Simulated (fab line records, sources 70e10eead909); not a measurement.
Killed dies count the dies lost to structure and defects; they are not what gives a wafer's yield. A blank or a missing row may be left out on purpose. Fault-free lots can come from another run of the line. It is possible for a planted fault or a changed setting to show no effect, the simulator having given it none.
fab line records	flow nand-harc
[record] lots = 24	wafers = 72	last-day = 33
route steps=1302 shown P_GATE@172 P_CONTACT@233 P_M0@264
lots that met no fault: from a run of the same line without faults
start-h: hours from the record's opening day to when the first of the lot's shown wafers began	wait-h: time in hours since the lot's previous step	" as in the row above	L1.1+2: a row that stands for several wafers	- no value, or no start was given	* or withheld: withheld	< > ~ a bound
route shown NAME@n: a module of which the file shows steps, and the number in the route of the first	usual: mean/standard deviation of fault-free wafers	same: alike in all rows	chamber/n: place in a boat	sites: readings site by site	_std_site: how widely they spread, as a standard deviation	_edge_site: the outer-site mean with the inner-site mean subtracted	radius-mm: how far each site lies from the wafer's centre	mask NAME#n: copy n	behind: the most recent tool/chamber to have shaped the wafer	hold: the reason the lot was held/the length of the hold in hours/how it ended	device: transistor that didn't switch, given as n, p or np	end of line: at the end of the route, the tests of the same wafers	a step with no rows: only its recipe	killed: dies lost to structure and defects at the first sort, not the wafer's yield	map: shows each die of a wafer: x if killed, . if not, _ if none is there
set.NAME: setting as actually run; set.NAME@STEP: the setting as run at that earlier step	model.NAME: the simulator's own value behind a step, which no gauge read
steps of the route over a sample of lots; a table a step, a row a wafer
services: the hour from which a tool's chamber was out of use, counted from the record's first day as start-h (under 0 if before that day), plus the number of hours and why
[[steps]]
[step NHARC_P_GATE_DESCUM_48]
[recipe] time-s = 3	o2-flow-sccm = 200	ar-flow-sccm = 0	bias-power-w = 0	chemistry = O2
[usual] chamber-pressure-mTorr = 60.01/0.12	drypump-motor-current-A = 5.7/0.51	o2-flow-sccm = 199.9/0.61	oes-product-au = 1.003/0.016	rf-vpp-V = 57.8/0.8	showerhead-plenum-p-Torr = 1.92/0.071	throttle-valve-pct = 11.311/0.0093
lot.wafer	tool	chamber	start-h	wait-h	chamber-pressure-mTorr	drypump-motor-current-A	o2-flow-sccm	oes-product-au	rf-hours-counter-h	rf-vpp-V	showerhead-plenum-p-Torr	throttle-valve-pct
L074.3	rie-diel-04	3	105.74	-	60.03	5.4	199.3	1.014	4	59.1	1.92	11.312
L074.2	"	0	"	"	60.01	5.8	201.2	1.001	4	57.6	1.96	11.314
L074.5	"	0	"	"	60.02	5.8	201.0	0.991	-	58.0	1.96	11.317
L075.4	rie-diel-04	1	121.34	-	60.11	6.3	199.7	0.988	5	58.5	1.93	11.300
L075.2	"	2	"	"	59.90	6.2	200.5	1.029	4	57.8	1.86	11.319
L075.5	"	2	"	"	60.05	6.2	199.7	1.018	-	57.1	1.86	11.291
L076.2	rie-diel-07	1	133.41	-	59.98	6.0	200.2	1.018	1	56.8	2.03	11.320
L076.1	"	2	"	"	60.06	6.2	199.0	1.006	1	58.1	1.93	11.315
L076.4	"	0	"	"	60.03	5.6	200.0	1.016	1	58.3	1.98	11.307
L077.3	rie-diel-08	2	134.57	-	60.04	5.0	200.2	1.007	10	58.1	1.87	11.307
L077.4	"	1	"	"	59.99	5.2	200.6	1.027	9	59.2	2.03	11.310
L077.5	"	2	"	"	59.97	5.0	199.6	1.012	-	57.9	1.87	11.306
L078.3	rie-diel-07	0	146.28	-	59.89	5.6	200.5	0.992	1	59.3	1.98	11.312
L078.1	"	1	"	"	60.00	6.0	199.2	1.017	1	57.8	2.03	11.314
L078.5	"	3	"	"	59.95	6.1	200.6	1.004	-	58.6	1.78	11.307
L079.4	rie-diel-08	2	157.76	-	60.07	5.0	200.0	1.015	11	57.7	1.87	11.309
L079.1	"	3	"	"	60.04	6.5	199.8	1.002	10	57.5	1.89	11.307
L079.5	"	0	"	"	60.07	5.3	200.3	1.010	-	58.7	1.83	11.317
L080.2	rie-diel-08	3	168.03	-	60.04	6.5	199.9	1.005	11	57.6	1.89	11.303
L080.1	"	1	"	"	59.97	5.2	199.9	1.016	10	57.2	2.03	11.298
L080.6	"	2	"	"	59.95	5.0	200.0	1.013	-	58.5	1.87	11.304
L081.2	rie-diel-08	3	183.81	-	60.02	6.5	199.7	0.991	12	56.6	1.89	11.303
L081.3	"	0	"	"	60.01	5.4	200.0	1.001	9	58.5	1.83	11.314
L081.6	"	1	"	"	59.95	5.2	199.2	1.020	-	57.8	2.03	11.300
L082.1	rie-diel-07	1	185.93	-	60.05	6.0	200.6	1.005	3	58.2	2.03	11.310
L082.2	"	2	"	"	60.07	6.3	199.7	0.972	3	58.8	1.93	11.310
L082.4	"	3	"	"	59.99	6.1	199.6	0.986	3	57.7	1.78	11.311
L083.3	rie-diel-04	0	203.10	-	59.93	5.8	198.7	0.966	2	58.9	1.96	11.310
L083.4	"	1	"	"	59.99	6.2	199.7	1.010	2	58.5	1.93	11.316
L083.1	"	2	"	"	59.99	6.2	199.6	1.016	2	58.7	1.85	11.314
L084.2	rie-diel-07	3	208.19	-	60.00	6.1	198.9	0.995	4	58.0	1.78	11.307
L084.4	"	2	"	"	60.09	6.3	200.3	0.978	4	57.8	1.93	11.337
L084.6	"	0	"	"	59.94	5.6	198.8	1.005	-	58.1	1.98	11.309
L085.3	rie-diel-08	1	220.25	-	60.03	5.2	199.4	1.005	0	58.9	2.03	11.317
L085.6	"	2	"	"	59.91	4.9	200.1	1.021	-	56.9	1.87	11.307
L085.5	"	3	"	"	60.02	6.5	199.5	0.995	-	57.0	1.89	11.309
L086.3	rie-diel-08	1	236.57	-	60.03	5.2	199.0	1.006	2	57.8	2.03	11.311
L086.5	"	1	"	"	59.90	5.2	199.5	1.005	-	58.5	2.03	11.305
L086.6	"	2	"	"	59.98	4.9	199.9	1.019	-	57.2	1.86	11.316
L087.4	rie-diel-08	0	236.76	-	60.07	5.3	200.0	1.020	1	56.2	1.83	11.316
L087.2	"	1	"	"	59.91	5.2	200.4	1.009	2	59.2	2.03	11.314
L087.5	"	3	"	"	59.92	6.5	200.9	1.001	-	57.9	1.89	11.309
L089.3	rie-diel-08	0	253.34	-	60.00	5.3	199.9	1.013	2	57.5	1.83	11.321
L089.5	"	0	"	"	59.98	5.3	198.9	1.024	-	57.8	1.83	11.330
L089.6	"	1	"	"	59.94	5.1	199.8	1.002	-	58.4	2.03	11.324
L088.3	rie-diel-07	0	254.20	-	60.05	5.6	200.0	0.984	5	57.4	1.98	11.311
L088.1	"	1	"	"	60.01	6.0	201.3	1.019	6	56.8	2.03	11.292
L088.5	"	0	"	"	60.01	5.6	199.8	0.982	-	57.2	1.98	11.316
L090.4	rie-diel-08	2	270.40	-	60.06	4.9	200.8	1.017	3	58.7	1.86	11.294
L090.3	"	3	"	"	60.03	6.5	200.1	0.998	2	57.9	1.89	11.296
L090.1	"	0	"	"	60.01	5.3	201.4	1.000	2	57.1	1.83	11.325
L091.2	rie-diel-08	3	272.53	-	60.06	6.5	199.4	0.995	2	56.3	1.89	11.319
L091.1	"	0	"	"	60.01	5.4	199.6	1.010	2	56.0	1.83	11.314
L091.6	"	2	"	"	60.01	5.0	200.8	1.016	-	58.1	1.86	11.319
L092.4	rie-diel-04	0	289.72	-	60.13	5.8	199.8	0.965	9	58.8	1.96	11.306
L092.1	"	1	"	"	59.97	6.2	200.1	0.979	9	59.1	1.92	11.294
L092.6	"	3	"	"	59.91	5.4	199.4	1.001	-	57.9	1.91	11.326
L093.1	rie-diel-04	0	297.40	-	60.01	5.8	199.4	0.964	9	58.4	1.96	11.297
L093.2	"	3	"	"	59.95	5.4	199.5	1.013	10	57.3	1.91	11.307
L093.6	"	0	"	"	60.03	5.8	200.5	0.974	-	59.4	1.96	11.330
L094.1	rie-diel-07	1	308.77	-	60.01	6.0	200.7	1.011	1	59.5	2.03	11.311
L094.2	"	2	"	"	59.97	6.3	199.4	1.018	1	58.2	1.93	11.310
L094.6	"	3	"	"	59.94	6.1	200.0	0.999	-	57.0	1.78	11.306
L095.3	rie-diel-04	2	315.09	-	59.97	6.2	199.3	1.024	11	56.5	1.85	11.301
L095.5	"	3	"	"	59.93	5.3	200.1	1.020	-	59.0	1.91	11.306
L095.6	"	0	"	"	60.00	5.8	201.0	0.965	-	58.2	1.96	11.319
L096.3	rie-diel-04	3	328.61	-	60.00	5.4	200.4	1.024	12	57.9	1.91	11.293
L096.2	"	1	"	"	60.07	6.3	199.3	0.996	11	58.4	1.92	11.327
L096.5	"	0	"	"	60.03	5.8	200.4	0.968	-	58.8	1.96	11.319
L097.3	rie-diel-04	0	335.16	-	59.99	5.8	199.7	0.973	12	58.4	1.96	11.308
L097.4	"	1	"	"	60.02	6.3	200.4	1.001	13	58.8	1.92	11.301
L097.6	"	1	"	"	60.01	6.3	200.8	0.999	-	56.6	1.92	11.311
[step NHARC_P_GATE_STRIP_76]
[recipe] power-w = 1500	temp-c = 250	chemistry = O2
[usual] drypump-motor-current-A = 5.7/0.56	heater-power-w = 309/18
lot.wafer	tool	chamber	start-h	wait-h	drypump-motor-current-A	heater-power-w	rf-hours-counter-h
L074.2	plasma-asher-01	1	108.18	0.2	5.5	346	25
L074.3	"	1	"	"	5.5	348	-
L074.5	"	1	"	"	5.5	342	-
L075.2	plasma-asher-01	1	123.60	0.2	5.5	345	27
L075.4	"	1	"	"	5.5	344	-
L075.5	"	1	"	"	5.5	347	-
L076.2	plasma-asher-01	0	135.81	0.2	6.0	294	28
L076.1	"	1	"	"	5.5	346	28
L076.4	"	1	"	"	5.5	341	-
L077.4	plasma-asher-01	1	136.99	0.2	5.5	347	-
L077.3	"	0	"	"	5.9	310	-
L077.5	"	1	"	"	5.5	347	-
L078.1	plasma-asher-02	0	148.73	0.2	5.0	291	15
L078.3	"	0	"	"	5.0	299	-
L078.5	"	1	"	"	6.5	302	-
L079.1	plasma-asher-02	1	160.12	0.2	6.5	300	17
L079.4	"	1	"	"	6.5	306	-
L079.5	"	0	"	"	5.0	303	-
L080.2	plasma-asher-02	1	170.42	0.2	6.5	299	20
L080.1	"	0	"	"	5.0	300	20
L080.6	"	0	"	"	5.0	297	-
L081.2	plasma-asher-02	0	186.12	0.2	5.0	293	23
L081.3	"	1	"	"	6.5	299	-
L081.6	"	1	"	"	6.5	305	-
L082.1	plasma-asher-02	1	188.33	0.2	6.5	307	23
L082.2	"	0	"	"	5.0	300	23
L082.4	"	0	"	"	5.0	303	-
L083.1	plasma-asher-02	0	205.49	0.2	5.0	292	27
L083.4	"	0	"	"	5.0	295	-
L083.3	"	1	"	"	6.5	303	-
L084.2	plasma-asher-01	0	210.58	0.2	5.9	314	6
L084.4	"	1	"	"	5.5	332	-
L084.6	"	0	"	"	5.9	305	-
L085.3	plasma-asher-02	1	222.64	0.1	6.5	298	-
L085.5	"	0	"	"	5.0	299	-
L085.6	"	1	"	"	6.5	293	-
L086.3	plasma-asher-02	0	239.09	0.2	5.0	295	-
L086.5	"	0	"	"	5.0	302	-
L086.6	"	1	"	"	6.5	301	-
L087.2	plasma-asher-01	0	239.34	0.2	6.0	314	11
L087.4	"	1	"	"	5.5	322	-
L087.5	"	0	"	"	6.0	310	-
L089.3	plasma-asher-01	1	255.76	0.1	5.5	335	-
L089.5	"	0	"	"	5.9	313	-
L089.6	"	1	"	"	5.5	326	-
L088.1	plasma-asher-01	1	256.96	0.2	5.4	333	17
L088.3	"	1	"	"	5.5	338	-
L088.5	"	1	"	"	5.5	327	-
L090.1	plasma-asher-01	0	272.68	0.2	5.9	312	20
L090.4	"	1	"	"	5.5	320	-
L090.3	"	0	"	"	5.9	311	-
L091.1	plasma-asher-02	1	274.88	0.2	6.5	306	3
L091.2	"	0	"	"	5.0	276	3
L091.6	"	1	"	"	6.5	301	-
L092.1	plasma-asher-02	1	292.09	0.2	6.5	311	6
L092.4	"	0	"	"	5.0	275	-
L092.6	"	1	"	"	6.5	309	-
L093.2	plasma-asher-01	0	299.78	0.2	6.0	310	25
L093.1	"	1	"	"	5.5	337	25
L093.6	"	0	"	"	5.9	304	-
L094.1	plasma-asher-02	0	311.01	0.2	5.0	277	10
L094.2	"	1	"	"	6.5	304	10
L094.6	"	1	"	"	6.5	308	-
L095.3	plasma-asher-01	1	317.34	0.2	5.5	325	-
L095.6	"	1	"	"	5.5	328	-
L095.5	"	0	"	"	5.9	309	-
L096.2	plasma-asher-02	0	331.01	0.2	5.0	277	14
L096.3	"	0	"	"	5.0	269	-
L096.5	"	1	"	"	6.5	308	-
L097.3	plasma-asher-01	1	337.55	0.2	5.5	321	-
L097.4	"	0	"	"	5.9	310	-
L097.6	"	0	"	"	5.9	314	-
[step NHARC_P_GATE_INSPECT_68]
[usual] raw-defect-count = 216/69
lot.wafer	tool	chamber	start-h	wait-h	raw-defect-count
L074.2	defect-inspect-01	-	112.09	0.1	165
L074.3	"	-	"	"	93
L074.5	"	-	"	"	183
L075.2	defect-inspect-02	-	127.63	0.1	168
L075.4	"	-	"	"	152
L075.5	"	-	"	"	218
L076.1	defect-inspect-01	-	139.67	0.2	169
L076.2	"	-	"	"	254
L076.4	"	-	"	"	268
L077.3	defect-inspect-01	-	140.96	0.1	99
L077.4	"	-	"	"	152
L077.5	"	-	"	"	203
L078.1	defect-inspect-01	-	152.67	0.2	253
L078.3	"	-	"	"	271
L078.5	"	-	"	"	269
L079.1	defect-inspect-02	-	164.05	0.2	274
L079.4	"	-	"	"	227
L079.5	"	-	"	"	171
L080.1	defect-inspect-02	-	174.51	0.2	175
L080.2	"	-	"	"	129
L080.6	"	-	"	"	211
L081.2	defect-inspect-02	-	190.03	0.1	238
L081.3	"	-	"	"	145
L081.6	"	-	"	"	316
L082.1	defect-inspect-01	-	192.18	0.2	236
L082.2	"	-	"	"	222
L082.4	"	-	"	"	190
L083.1	defect-inspect-02	-	209.48	0.2	183
L083.3	"	-	"	"	148
L083.4	"	-	"	"	234
L084.2	defect-inspect-01	-	214.45	0.1	166
L084.4	"	-	"	"	267
L084.6	"	-	"	"	180
L085.3	defect-inspect-02	-	226.62	0.1	219
L085.5	"	-	"	"	170
L085.6	"	-	"	"	193
L086.3	defect-inspect-02	-	243.29	0.1	390
L086.5	"	-	"	"	219
L086.6	"	-	"	"	314
L087.2	defect-inspect-01	-	243.39	0.1	182
L087.4	"	-	"	"	266
L087.5	"	-	"	"	302
L089.3	defect-inspect-01	-	259.90	0.1	214
L089.5	"	-	"	"	238
L089.6	"	-	"	"	350
L088.1	defect-inspect-02	-	261.35	0.2	284
L088.3	"	-	"	"	345
L088.5	"	-	"	"	218
L090.1	defect-inspect-02	-	276.82	0.3	339
L090.3	"	-	"	"	233
L090.4	"	-	"	"	241
L091.1	defect-inspect-01	-	278.87	0.2	227
L091.2	"	-	"	"	140
L091.6	"	-	"	"	245
L092.1	defect-inspect-02	-	295.94	0.2	281
L092.4	"	-	"	"	118
L092.6	"	-	"	"	217
L093.1	defect-inspect-02	-	303.81	0.2	223
L093.2	"	-	"	"	159
L093.6	"	-	"	"	191
L094.1	defect-inspect-02	-	314.87	0.2	436
L094.2	"	-	"	"	238
L094.6	"	-	"	"	127
L095.3	defect-inspect-01	-	321.29	0.1	244
L095.5	"	-	"	"	97
L095.6	"	-	"	"	153
L096.2	defect-inspect-02	-	334.89	0.1	269
L096.3	"	-	"	"	183
L096.5	"	-	"	"	231
L097.3	defect-inspect-01	-	341.46	0.1	356
L097.4	"	-	"	"	433
L097.6	"	-	"	"	385
[step NHARC_P_CONTACT_OVL_MEAS_13]
[usual] overlay-x-nm = 0.0/0.81	overlay-y-nm = 0.3/0.88
lot.wafer	tool	chamber	start-h	wait-h	overlay-x-nm	overlay-y-nm
L074.2	overlay-02	-	113.66	-	1.7	0.8
L074.3	"	-	"	"	1.5	1.3
L074.5	"	-	"	"	1.9	0.6
L075.2	overlay-02	-	129.33	-	0.2	-1.0
L075.4	"	-	"	"	0.2	-1.3
L075.5	"	-	"	"	0.0	-0.8
L076.1	overlay-02	-	141.35	-	-0.9	0.0
L076.2	"	-	"	"	-0.8	-0.4
L076.4	"	-	"	"	-0.9	0.0
L077.3	overlay-02	-	142.53	-	-1.3	2.7
L077.4	"	-	"	"	-0.6	2.2
L077.5	"	-	"	"	-0.6	1.9
L078.1	overlay-01	-	154.36	-	-0.4	-1.4
L078.3	"	-	"	"	-0.7	-0.9
L078.5	"	-	"	"	0.0	-1.8
L079.1	overlay-02	-	165.74	-	-1.2	0.2
L079.4	"	-	"	"	-1.0	0.7
L079.5	"	-	"	"	-0.9	0.4
L080.1	overlay-02	-	176.09	-	0.7	0.6
L080.2	"	-	"	"	1.0	0.7
L080.6	"	-	"	"	0.6	0.3
L081.2	overlay-01	-	191.99	-	0.2	-0.4
L081.3	"	-	"	"	0.4	0.1
L081.6	"	-	"	"	0.1	-0.3
L082.1	overlay-02	-	193.76	-	1.2	2.1
L082.2	"	-	"	"	0.9	2.3
L082.4	"	-	"	"	1.0	1.9
L083.1	overlay-01	-	211.30	-	0.9	-0.7
L083.3	"	-	"	"	0.9	-0.6
L083.4	"	-	"	"	0.3	-0.5
L084.2	overlay-02	-	216.03	-	0.5	-0.2
L084.4	"	-	"	"	1.0	-0.6
L084.6	"	-	"	"	0.5	-0.4
L085.3	overlay-01	-	228.33	-	1.1	0.7
L085.5	"	-	"	"	0.9	0.6
L085.6	"	-	"	"	0.8	0.8
L086.3	overlay-02	-	244.87	-	-0.5	0.0
L086.5	"	-	"	"	-0.5	0.2
L086.6	"	-	"	"	-0.7	0.0
L087.2	overlay-02	-	245.14	-	-1.7	0.5
L087.4	"	-	"	"	-1.4	0.3
L087.5	"	-	"	"	-1.7	0.2
L089.3	overlay-01	-	261.48	-	0.1	0.3
L089.5	"	-	"	"	-0.1	0.1
L089.6	"	-	"	"	0.3	0.0
L088.1	overlay-02	-	263.03	-	-0.6	0.3
L088.3	"	-	"	"	-0.4	0.2
L088.5	"	-	"	"	-0.4	0.4
L090.1	overlay-02	-	278.76	-	0.1	0.6
L090.3	"	-	"	"	-0.3	-0.2
L090.4	"	-	"	"	-0.6	0.4
L091.1	overlay-01	-	280.57	-	-0.8	0.3
L091.2	"	-	"	"	-0.4	0.2
L091.6	"	-	"	"	-0.4	0.5
L092.1	overlay-02	-	297.87	-	-0.5	-0.5
L092.4	"	-	"	"	-1.2	0.8
L092.6	"	-	"	"	-1.0	0.0
L093.1	overlay-01	-	305.52	-	0.2	0.6
L093.2	"	-	"	"	0.1	0.5
L093.6	"	-	"	"	0.7	1.2
L094.1	overlay-01	-	316.59	-	0.4	0.4
L094.2	"	-	"	"	0.6	-0.5
L094.6	"	-	"	"	0.5	0.6
L095.3	overlay-02	-	322.86	-	0.0	0.8
L095.5	"	-	"	"	0.3	1.0
L095.6	"	-	"	"	0.2	1.1
L096.2	overlay-01	-	336.58	-	-0.9	-0.3
L096.3	"	-	"	"	-0.3	-0.5
L096.5	"	-	"	"	-1.0	-0.4
L097.3	overlay-01	-	343.16	-	-0.4	0.5
L097.4	"	-	"	"	-0.2	0.4
L097.6	"	-	"	"	-0.2	1.1
[step NHARC_P_CONTACT_ETCH_36]
[recipe] target-depth-a = 2600	over-etch-frac = 0.25	time-s = 406.25	ion-energy-ev = 200	n2-flow-sccm = 150	h2-flow-sccm = 150	ar-flow-sccm = 0	rf-w = 400	bias-w = 150	chemistry = N2/H2
[usual] chamber-pressure-mTorr = 29.998/0.029	drypump-motor-current-A = 5.6/0.4	oes-product-au = 1.002/0.012	rf-vpp-V = 431.1/2.7	showerhead-plenum-p-Torr = 2.06/0.092	throttle-valve-pct = 14.171/0.0099
lot.wafer	tool	chamber	start-h	wait-h	chamber-pressure-mTorr	drypump-motor-current-A	oes-product-au	rf-hours-counter-h	rf-vpp-V	showerhead-plenum-p-Torr	throttle-valve-pct
L074.2	rie-diel-09	0	-	-	30.013	5.6	0.986	4.9	428.7	1.96	14.155
L074.3	"	3	"	"	29.978	5.3	1.009	5.0	435.2	2.18	14.172
L074.5	"	1	"	"	29.978	5.0	0.987	-	431.9	2.10	14.171
L075.2	rie-diel-11	0	-	-	30.000	6.1	0.993	0.8	435.0	2.18	14.163
L075.4	"	2	"	"	30.022	5.6	1.030	0.9	433.3	2.11	14.180
L075.5	"	0	"	"	29.984	6.1	0.990	-	435.9	2.18	14.163
L076.4	rie-diel-11	3	-	-	30.009	6.0	1.016	1.4	430.8	2.10	14.167
L076.2	"	0	"	"	29.948	6.0	1.003	1.4	434.1	2.18	14.172
L076.1	"	2	"	"	30.038	5.5	1.018	1.3	432.5	2.11	14.170
L077.3	rie-diel-11	1	-	-	29.994	5.0	1.010	1.7	430.0	2.03	14.183
L077.4	"	0	"	"	30.046	6.1	1.011	1.9	433.4	2.18	14.160
L077.5	"	2	"	"	29.993	5.5	1.026	-	434.0	2.11	14.186
L078.1	rie-diel-09	1	-	-	29.987	5.0	1.011	0.1	432.1	2.10	14.165
L078.3	"	3	"	"	29.942	5.3	1.006	0.1	434.5	2.18	14.170
L078.5	"	2	"	"	29.998	6.0	0.986	-	427.5	1.95	14.173
L079.1	rie-diel-11	3	-	-	29.980	5.9	1.006	2.2	432.6	2.10	14.175
L079.4	"	0	"	"	29.970	6.0	1.001	2.5	434.9	2.18	14.172
L079.5	"	3	"	"	30.010	5.9	1.004	-	432.8	2.10	14.169
L080.1	rie-diel-11	0	-	-	29.960	6.0	1.010	2.9	434.4	2.18	14.172
L080.2	"	1	"	"	30.007	5.0	1.006	2.8	430.7	2.03	14.169
L080.6	"	0	"	"	29.995	6.1	1.009	-	435.0	2.18	14.179
L081.2	rie-diel-09	1	-	-	30.021	5.1	1.008	1.4	433.4	2.10	14.178
L081.3	"	2	"	"	29.994	6.0	0.990	1.4	427.2	1.95	14.161
L081.6	"	0	"	"	30.021	5.6	0.999	-	427.9	1.96	14.159
L082.1	rie-diel-09	2	-	-	30.019	6.0	0.986	1.7	426.6	1.95	14.176
L082.2	"	3	"	"	29.995	5.3	0.999	1.7	432.8	2.18	14.171
L082.4	"	0	"	"	29.980	5.6	1.005	1.0	427.7	1.96	14.184
L083.4	rie-diel-09	0	-	-	29.980	5.6	1.008	1.6	429.3	1.96	14.165
L083.1	"	1	"	"	30.008	5.0	1.010	2.3	430.8	2.10	14.187
L083.3	"	3	"	"	29.968	5.3	0.986	2.4	434.1	2.18	14.168
L084.4	rie-diel-09	2	-	-	30.019	6.1	0.982	2.9	427.9	1.94	14.187
L084.2	"	3	"	"	30.028	5.3	0.982	2.8	433.8	2.18	14.189
L084.6	"	1	"	"	30.073	5.0	1.018	-	432.7	2.10	14.162
L085.3	rie-diel-02	0	-	-	29.993	5.5	0.977	0.1	434.2	2.17	14.170
L085.5	"	2	"	"	30.009	5.7	0.983	-	427.9	1.95	14.177
L085.6	"	3	"	"	29.959	6.2	1.017	-	434.2	2.15	14.190
L086.3	rie-diel-11	1	-	-	30.000	5.0	1.004	4.6	430.4	2.03	14.170
L086.6	"	0	"	"	30.025	6.1	0.991	-	434.7	2.18	14.166
L086.5	"	1	"	"	30.004	5.0	1.000	-	428.8	2.03	14.171
L087.4	rie-diel-09	0	-	-	29.957	5.6	1.001	2.7	428.5	1.96	14.162
L087.2	"	3	"	"	29.945	5.3	0.998	3.5	434.2	2.18	14.161
L087.5	"	0	"	"	30.074	5.6	1.011	-	429.3	1.96	14.183
L089.3	rie-diel-09	1	-	-	29.957	5.0	1.015	4.1	430.3	2.10	14.184
L089.5	"	0	"	"	29.984	5.6	1.011	-	427.5	1.96	14.166
L089.6	"	1	"	"	30.029	5.0	1.009	-	432.8	2.10	14.178
L088.3	rie-diel-09	3	-	-	29.984	5.3	0.999	4.1	434.9	2.18	14.174
L088.1	"	0	"	"	30.029	5.6	0.998	3.6	426.8	1.96	14.169
L088.5	"	2	"	"	29.977	6.0	1.000	-	429.8	1.94	14.185
L090.1	rie-diel-11	1	-	-	29.944	5.0	0.993	0.3	431.8	2.03	14.154
L090.4	"	2	"	"	30.016	5.5	1.014	0.2	432.0	2.11	14.171
L090.3	"	3	"	"	29.958	5.9	1.004	0.3	432.0	2.10	14.168
L091.1	rie-diel-02	3	-	-	30.016	6.1	1.022	3.3	434.6	2.15	14.176
L091.2	"	1	"	"	29.988	5.7	0.985	3.1	426.4	1.93	14.162
L091.6	"	2	"	"	30.003	5.7	0.998	-	427.7	1.95	14.170
L092.4	rie-diel-09	0	-	-	29.976	5.6	0.998	4.3	427.0	1.96	14.166
L092.1	"	3	"	"	29.960	5.3	0.989	5.1	433.8	2.18	14.184
L092.6	"	1	"	"	29.958	5.0	1.014	-	431.7	2.10	14.156
L093.2	rie-diel-09	2	-	-	30.029	6.1	0.998	5.6	428.5	1.94	14.165
L093.1	"	3	"	"	29.971	5.3	0.991	5.4	433.7	2.18	14.160
L093.6	"	3	"	"	30.042	5.3	0.997	-	434.3	2.18	14.161
L094.2	rie-diel-09	1	-	-	30.008	5.0	1.009	6.4	431.5	2.09	14.188
L094.1	"	0	"	"	30.066	5.6	1.003	5.6	428.3	1.96	14.162
L094.6	"	2	"	"	30.025	6.0	1.007	-	428.6	1.94	14.176
L095.3	rie-diel-02	2	-	-	30.064	5.7	1.000	5.5	426.7	1.95	14.175
L095.5	"	1	"	"	30.024	5.7	0.989	-	427.4	1.93	14.167
L095.6	"	2	"	"	30.007	5.7	1.008	-	427.6	1.95	14.172
L096.2	rie-diel-11	0	-	-	29.995	6.1	1.019	1.7	433.0	2.18	14.174
L096.3	"	1	"	"	29.954	5.0	1.010	1.6	430.0	2.03	14.176
L096.5	"	0	"	"	30.004	6.1	1.025	-	433.0	2.18	14.173
L097.3	rie-diel-02	2	-	-	30.023	5.7	1.004	6.9	428.7	1.95	14.172
L097.4	"	0	"	"	30.005	5.5	0.983	5.3	433.6	2.16	14.147
L097.6	"	2	"	"	30.018	5.7	0.999	-	426.6	1.95	14.172
[step NHARC_P_M0_OVL_MEAS_10]
[recipe] pitch-nm = 180
[usual] overlay-x-nm = 0.1/0.92	overlay-y-nm = 0.2/0.79
lot.wafer	tool	chamber	start-h	wait-h	overlay-x-nm	overlay-y-nm
L074.2	overlay-01	-	117.69	-	-1.5	-0.2
L074.3	"	-	"	"	-1.6	-0.2
L074.5	"	-	"	"	-1.8	-0.2
L075.2	overlay-01	-	133.54	-	0.9	0.8
L075.4	"	-	"	"	0.8	1.0
L075.5	"	-	"	"	1.7	0.6
L076.1	overlay-02	-	145.52	-	0.0	-0.6
L076.2	"	-	"	"	0.9	-0.4
L076.4	"	-	"	"	-0.1	-0.2
L077.3	overlay-01	-	146.77	-	-2.5	-0.7
L077.4	"	-	"	"	-2.5	-0.2
L077.5	"	-	"	"	-2.8	-0.7
L078.1	overlay-01	-	158.71	-	0.1	0.3
L078.3	"	-	"	"	0.8	-0.6
L078.5	"	-	"	"	1.0	-0.4
L079.1	overlay-02	-	170.12	-	0.3	0.6
L079.4	"	-	"	"	0.0	0.6
L079.5	"	-	"	"	0.3	0.4
L080.1	overlay-02	-	180.33	-	-0.1	0.5
L080.2	"	-	"	"	-0.5	0.5
L080.6	"	-	"	"	0.3	1.2
L081.2	overlay-01	-	196.20	-	-0.1	-0.8
L081.3	"	-	"	"	0.0	-1.0
L081.6	"	-	"	"	-0.4	-0.5
L082.1	overlay-02	-	197.83	-	0.0	-0.7
L082.2	"	-	"	"	-0.2	-0.6
L082.4	"	-	"	"	-0.5	-0.9
L083.1	overlay-01	-	215.48	-	1.1	0.0
L083.3	"	-	"	"	1.2	0.3
L083.4	"	-	"	"	1.6	0.5
L084.2	overlay-02	-	220.11	-	0.3	0.3
L084.4	"	-	"	"	-0.1	0.2
L084.6	"	-	"	"	0.4	0.6
L085.3	overlay-01	-	232.54	-	0.5	-0.1
L085.5	"	-	"	"	0.7	0.5
L085.6	"	-	"	"	0.0	-0.3
L086.3	overlay-01	-	249.10	-	-0.7	2.0
L086.5	"	-	"	"	-1.4	1.8
L086.6	"	-	"	"	-1.7	1.7
L087.2	overlay-02	-	249.34	-	1.1	-0.4
L087.4	"	-	"	"	1.1	-0.4
L087.5	"	-	"	"	1.2	-1.1
L089.3	overlay-01	-	266.21	-	-0.4	-0.2
L089.5	"	-	"	"	-0.6	0.1
L089.6	"	-	"	"	-1.2	-0.3
L088.1	overlay-01	-	267.21	-	1.2	1.6
L088.3	"	-	"	"	1.3	1.0
L088.5	"	-	"	"	1.3	1.2
L090.1	overlay-01	-	282.93	-	-0.5	1.0
L090.3	"	-	"	"	-1.1	1.3
L090.4	"	-	"	"	-0.7	1.4
L091.1	overlay-02	-	284.72	-	0.0	0.0
L091.2	"	-	"	"	0.3	0.2
L091.6	"	-	"	"	0.2	0.0
L092.1	overlay-01	-	302.04	-	0.5	1.1
L092.4	"	-	"	"	0.4	1.1
L092.6	"	-	"	"	0.5	0.4
L093.1	overlay-02	-	309.60	-	0.6	-1.3
L093.2	"	-	"	"	1.2	-1.5
L093.6	"	-	"	"	0.1	-1.4
L094.1	overlay-01	-	320.63	-	-0.2	-0.2
L094.2	"	-	"	"	-0.2	-0.4
L094.6	"	-	"	"	-0.2	-0.1
L095.3	overlay-02	-	327.41	-	1.1	0.7
L095.5	"	-	"	"	0.9	1.2
L095.6	"	-	"	"	1.7	0.4
L096.2	overlay-02	-	340.75	-	0.4	1.1
L096.3	"	-	"	"	0.3	1.3
L096.5	"	-	"	"	0.5	0.7
L097.3	overlay-01	-	347.32	-	-0.7	0.2
L097.4	"	-	"	"	-0.2	0.3
L097.6	"	-	"	"	-0.2	0.1
[[services]]
tool	chamber	start-h	hours	kind
rie-diel-08	1	112.78	9.7	repair
rie-diel-07	-	117.20	9.0	pm
plasma-asher-02	-	122.13	2.3	repair
rie-diel-09	0	135.30	24.7	repair
rie-diel-09	-	143.25	9.0	pm
rie-diel-04	3	152.06	3.6	repair
plasma-asher-01	-	165.00	9.0	pm
rie-diel-07	0	169.16	5.7	repair
rie-diel-09	0	175.29	4.2	repair
rie-diel-04	-	178.47	9.0	pm
rie-diel-08	2	181.54	8.8	repair
rie-diel-08	-	190.86	9.0	pm
rie-diel-07	0	193.09	6.3	repair
plasma-asher-01	-	201.36	4.4	repair
rie-diel-04	1	203.54	13.0	repair
rie-diel-11	3	210.32	36.4	repair
rie-diel-04	2	235.21	8.3	repair
rie-diel-07	-	243.73	0.5	repair
plasma-asher-02	-	249.05	9.0	pm
rie-diel-11	-	255.50	9.0	pm
rie-diel-08	1	274.08	4.2	repair
rie-diel-11	3	285.73	8.3	repair
rie-diel-09	-	320.25	9.0	pm
plasma-asher-01	-	342.00	9.0	pm
[[key]]
fault none
